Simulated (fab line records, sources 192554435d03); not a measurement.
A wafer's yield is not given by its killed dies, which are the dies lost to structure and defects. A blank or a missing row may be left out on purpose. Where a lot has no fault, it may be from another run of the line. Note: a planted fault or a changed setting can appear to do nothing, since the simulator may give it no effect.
Chamber matching | flow n5-finfet | rie-diel-04 running N5_HKMG_FIN_ETCH_86: 4 sister chambers
The step etches SOC in N2/H2, stops on TiN, target depth 393.2 nm. 22 wafers are shown with their chamber, then 11 later ones without.

## WAFERS PAIRED WITH THEIR CHAMBERS
wafer  | chamber | showerhead-plenum-p-Torr (Torr) | drypump-motor-current-A (A) | throttle-valve-pct (%)
L074.2 | 1       | 2.57                            | 5.8                         | 17.66
L074.3 | 2       | 2.64                            | 4.8                         | 18.46
L074.5 | 0       | 2.43                            | 5.6                         | 17.96
L075.3 | 3       | 2.64                            | 5.7                         | 17.84
L075.4 | 1       | 2.57                            | 5.8                         | 17.64
L075.6 | 3       | 2.64                            | 5.7                         | 17.83
L077.3 | 1       | 2.57                            | 5.8                         | 17.68
L077.4 | 2       | 2.64                            | 4.7                         | 18.49
L077.5 | 1       | 2.57                            | 5.8                         | 17.66
L083.2 | 0       | 2.43                            | 5.6                         | 17.98
L083.3 | 1       | 2.56                            | 5.8                         | 17.70
L083.4 | 3       | 2.63                            | 5.6                         | 17.87
L087.3 | 1       | 2.56                            | 5.8                         | 17.71
L087.4 | 3       | 2.63                            | 5.7                         | 17.87
L087.6 | 1       | 2.56                            | 5.8                         | 17.70
L088.1 | 2       | 2.63                            | 4.7                         | 18.08
L088.3 | 3       | 2.63                            | 5.7                         | 17.88
L088.4 | 1       | 2.55                            | 5.8                         | 17.71
L092.1 | 2       | 2.63                            | 4.8                         | 18.07
L092.3 | 0       | 2.42                            | 5.6                         | 18.00
L092.4 | 3       | 2.63                            | 5.6                         | 17.88
L093.1 | 0       | 2.42                            | 5.5                         | 18.00

SIGNATURES (averages over the wafers above)
reading                  | chamber 0 | chamber 1 | chamber 2 | chamber 3 | scatter within a chamber
showerhead-plenum-p-Torr | 2.4250    | 2.5637    | 2.6350    | 2.6333    | 0.00633
drypump-motor-current-A  | 5.575     | 5.800     | 4.750     | 5.667     | 0.0414
throttle-valve-pct       | 17.9850   | 17.6825   | 18.2750   | 17.8617   | 0.0968
Rule: for a wafer and a chamber, the distance is found by dividing, reading by reading, the gap between the wafer's reading and the chamber's mean by the reading's scatter, squaring, summing and taking the root. The wafer belongs to the nearest chamber; if the next one is less than 2 further off, it can't be placed. The scatter: the root of (the sum of the squares of (reading less its chamber's mean) over the shown wafers, divided by (wafers less chambers)).

## WAFERS WITHOUT THEIR CHAMBER
wafer  | showerhead-plenum-p-Torr (Torr) | drypump-motor-current-A (A) | throttle-valve-pct (%)
L093.2 | 2.62                            | 5.6                         | 17.89
L093.5 | 2.62                            | 5.7                         | 17.90
L094.1 | 2.42                            | 5.5                         | 18.02
L094.3 | 2.63                            | 4.8                         | 18.07
L094.5 | 2.55                            | 5.8                         | 17.73
L095.4 | 2.62                            | 4.8                         | 18.08
L095.5 | 2.55                            | 5.8                         | 17.75
L095.6 | 2.62                            | 5.7                         | 17.94
L096.3 | 2.55                            | 5.8                         | 17.74
L096.5 | 2.62                            | 5.6                         | 17.90
L096.6 | 2.55                            | 5.8                         | 17.75

## CHAMBER TAKEN BY EACH
wafer  | from the rows above | in truth
L093.2 | 3                   | 3
L093.5 | 3                   | 3
L094.1 | 0                   | 0
L094.3 | 2                   | 2
L094.5 | 1                   | 1
L095.4 | 2                   | 2
L095.5 | 1                   | 1
L095.6 | 3                   | 3
L096.3 | 1                   | 1
L096.5 | 3                   | 3
L096.6 | 1                   | 1
Correctly placed: 11 of 11. From these rows, 0 cannot be placed. Wrongly placed: 0.
